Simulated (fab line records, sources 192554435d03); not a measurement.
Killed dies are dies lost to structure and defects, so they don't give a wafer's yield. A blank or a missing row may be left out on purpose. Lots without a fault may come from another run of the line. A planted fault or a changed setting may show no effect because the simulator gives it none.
Chamber matching | flow n5_finfet | N5_BEOL_M14_DEP_53 on pecvd-03: 3 sister chambers
The step deposits SiCN from 3MS/NH3, target thk 50 nm, time 17.8 s. 3 wafers are shown with their chamber, then 12 later ones without.

WAFERS WITH THEIR CHAMBER
wafer  | chamber | throttle_valve_pct (%)
L092.4 | 0       | 18.0
L092.5 | 1       | 20.3
L092.6 | 2       | 17.4

WAFERS WITHOUT THEIR CHAMBER
wafer  | throttle_valve_pct (%)
L094.1 | 18.4
L094.2 | 17.3
L094.4 | 18.1
L097.1 | 20.1
L097.2 | 17.3
L097.3 | 18.0
L097.4 | 18.6
L097.5 | 17.5
L097.6 | 20.1
L096.3 | 17.6
L096.4 | 18.2
L096.5 | 20.3

WHICH CHAMBER EACH WENT THROUGH
wafer  | from the rows above     | in truth
L094.1 | 0                       | 0
L094.2 | 2                       | 2
L094.4 | 0                       | 0
L097.1 | 1                       | 1
L097.2 | 2                       | 2
L097.3 | 0                       | 0
L097.4 | 0                       | 0
L097.5 | can't be placed: 2 or 0 | 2
L097.6 | 1                       | 1
L096.3 | can't be placed: 2 or 0 | 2
L096.4 | 0                       | 0
L096.5 | 1                       | 1
Placed correctly: 10 of 12. Can't be placed from these rows: 2 (the true chamber is among the candidates in 2). Placed wrongly: 0.
How it was worked out, from the rows above alone: a wafer's distance from a chamber is the root of the sum, over the readings, of the square of ((its reading less the chamber's mean) divided by the reading's scatter). The wafer belongs to the nearest chamber; if the next one is less than 2 further off, it can't be placed. A chamber's mean is the mean of its shown wafers. The scatter: with one shown wafer a chamber, the root of the mean of the squares of how far each hidden wafer lies from its nearest shown one.
